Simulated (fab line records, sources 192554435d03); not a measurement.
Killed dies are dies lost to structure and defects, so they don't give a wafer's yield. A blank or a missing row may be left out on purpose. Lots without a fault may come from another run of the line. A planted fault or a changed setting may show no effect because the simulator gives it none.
A struck lot beside a sound one | flow n5_finfet | 38 steps out of a route of 1938
Sound: wafers L441.1, L441.2, L441.4. Struck: wafers L445.1, L445.2, L445.4. The cause comes at the end.
At each step with rows: each side's tool, then ch and its chambers, then its first start. Under that, the readings that differ: sound wafers | struck wafers | difference of the means | sigmas: that difference in standard deviations of wafers without a fault.
alike: readings whose means differ by less than 2 such deviations, and words and numbers that are the same on both sides. not compared: withheld readings, readings that some wafer has no value for, bounds like >300 that may hide the same value, and numbers for which the record gives no deviation and whose values overlap.
The two part at a step that has a row with sigmas, a row that says differs or no value, or rows on one side only. Numbers that don't overlap but have no deviation are shown without sigmas and don't part them. A reading that every wafer of one side lacks parts them only if that side has two wafers or more.

first, 12 steps without rows for these wafers: N5_SDB_ETCH_18 (etches SOC in N2/H2, target depth 100 nm, overetch 20 nm, time 150 s); N5_SDB_STRIP_19 (strips in N2/H2); N5_SDB_STRIP_21 (strips in CF4); N5_SDB_HM_OPEN_20 (chemistry CH3F/O2, target SiNx, stops on poly-Si, target depth 24 nm); N5_SDB_STRIP_22 (strips in N2/H2); N5_SDB_PRECLEAN_23 (cleans in dHF, time 30 s); N5_SDB_DUMMY_REMOVE_24 (chemistry TMAH, target poly-Si, stops on SiO2, target depth 142 nm, time 57 s, rinse time 30 s); N5_SDB_ETCH_25 (etches SiO2 in C4F6/O2, target depth 10 nm, time 3.3 s); N5_SDB_CUT_ETCH_26 (etches Si in HBr/Cl2/O2, target depth 129.6 nm, bt time 20 s, time 51.8 s); N5_SDB_PRECLEAN_38 (cleans in dHF, time 10 s); N5_SDB_PRECLEAN_39 (cleans in O3/DIW, time 45 s); N5_SDB_SRD_28 (time 30 s).
N5_SDB_ALD_29: deposits SiNx, target thk 30 nm, pulse time 1 s, ald cycles 600.
  sound on ald_sin-03 ch 0,2,3, day 4 00:04; struck on ald_sin-03 ch 0,1,3, day 5 00:49
  alike: chamber_pressure_Torr, heater_power_w, precursor_pulse_height_rel
then, 23 steps without rows for these wafers: N5_SDB_CMP_30 (polishes, stops on poly-Si, t overpolish 1.54 s, target thk 30 nm); N5_DUMMY_REMOVAL_HM_STRIP_01 (strips SiNx in CH3F/O2, stops on poly-Si, target depth 4 nm, time 6.8 s); N5_DUMMY_REMOVAL_STRIP_10 (strips in N2/H2, time 40 s); N5_DUMMY_REMOVAL_PRECLEAN_07 (cleans in dHF, time 30 s); N5_DUMMY_REMOVAL_DUMMY_REMOVE_02 (chemistry TMAH, target poly-Si, stops on SiO2, target depth 142 nm, time 57 s, rinse time 30 s); N5_DUMMY_REMOVAL_PRECLEAN_08 (cleans in NF3:NH3, afs cycles 2, time 20 s, sublimation time 60 s); N5_DUMMY_REMOVAL_PRECLEAN_04 (cleans in DHF, time 37 s); N5_DUMMY_REMOVAL_SRD_05 (time 30 s); N5_HKMG_FIN_IL_REGROW_00 (material SiO2, chemistry O3, target thk 0.75 nm, time 30 s); N5_HKMG_FIN_HK_ALD_01 (deposits HfO2, target thk 1.6 nm, pulse time 3 s, purge time 3 s); N5_HKMG_FIN_HK_ANNEAL_02 (time 30 s); N5_HKMG_FIN_ALD_74 (deposits La2O3, target thk 0.5 nm, pulse time 6 s, co reactant pulse time 1 s); N5_HKMG_FIN_ALD_75 (deposits Al2O3, target thk 1 nm, co reactant pulse time 1 s); N5_HKMG_FIN_COAT_41 (time 60 s, resist thk 300 nm); N5_HKMG_FIN_COAT_42 (time 60 s, resist thk 35 nm); N5_HKMG_FIN_COAT_43 (resist thk 90 nm); N5_HKMG_FIN_EBR_45; N5_HKMG_FIN_SOFTBAKE_44 (time 60 s); N5_HKMG_FIN_EXPOSE_46 (exposes mask NDIPOLE); N5_HKMG_FIN_PEB_47 (peb time 60 s); N5_HKMG_FIN_DEVELOP_48 (develop time 30 s); N5_HKMG_FIN_DESCUM_53 (chemistry O2, time 7.9 s); N5_HKMG_FIN_ETCH_54 (etches SiARC in CF4, target depth 45.5 nm, time 75.8 s).
-- the record jumps here: 4 days lie between the struck wafers' starts before and after (it left off in module HKMG_FIN and takes up again in module BEOL_M4, whose first step shown is number 1111 of the route) --
N5_BEOL_M4_RC_MEAS_101:
  sound on prober-02 ch 0, day 7 15:40; struck on prober-01 ch 0, day 8 20:08
  reading       | sound          | struck         | difference | sigmas
  CJ_P          | 5.60 6.04 5.66 | 6.40 6.53 6.49 | +0.71      | +4
  ION_P (uA/um) | 463 468 465    | 385 394 387    | -77        | -10
  alike: DIBL_N, DIBL_P, IOFF_N, IOFF_P, ION_N, SS_N, SS_P, VT_N, VT_P
-- the record jumps here: 4 days lie between the struck wafers' starts before and after (it left off in module BEOL_M4 and takes up again in module PASSIVATION, whose first step shown is number 1936 of the route) --
N5_PASSIVATION_PROBE_49:
  sound on prober-02, day 12 00:28; struck on prober-01, day 12 21:37
  reading                  | sound          | struck            | difference | sigmas
  defect_limited_yield (%) | 92.5 90.8 93.8 | 88.1 88.7 88.3    | -4.0       | -3
  killed_at_contacts       | 6 8 8          | 36 24 35          | +24        | +3
  killed_dies              | 89 108 73      | 141 133 138       | +47        | +3
  killed_open              | 59 62 38       | 93 90 84          | +36        | +3
  sort_bin_5_function (%)  | 4.7 4.6 3.4    | 6.3 6.6 6.9       | +2.4       | +2
  sort_bin_8_speed (%)     | 0 0 0          | 88.05 88.73 88.31 | +88.36     | +99 or more
  sort_n_pass              | 1091 1072 1107 | 0 0 0             | -1090      | -64
  sort_yield_pct (%)       | 92.5 90.8 93.8 | 0 0 0             | -92        | -62
  alike: killed_at_M0_to_M3, killed_at_M4_up, killed_at_front_end, killed_at_other, killed_short, sort_bin_6_memory

WHERE THEY PART
First at N5_BEOL_M4_RC_MEAS_101; last, within this record, at N5_PASSIVATION_PROBE_49.

WHY: what the simulator had put in
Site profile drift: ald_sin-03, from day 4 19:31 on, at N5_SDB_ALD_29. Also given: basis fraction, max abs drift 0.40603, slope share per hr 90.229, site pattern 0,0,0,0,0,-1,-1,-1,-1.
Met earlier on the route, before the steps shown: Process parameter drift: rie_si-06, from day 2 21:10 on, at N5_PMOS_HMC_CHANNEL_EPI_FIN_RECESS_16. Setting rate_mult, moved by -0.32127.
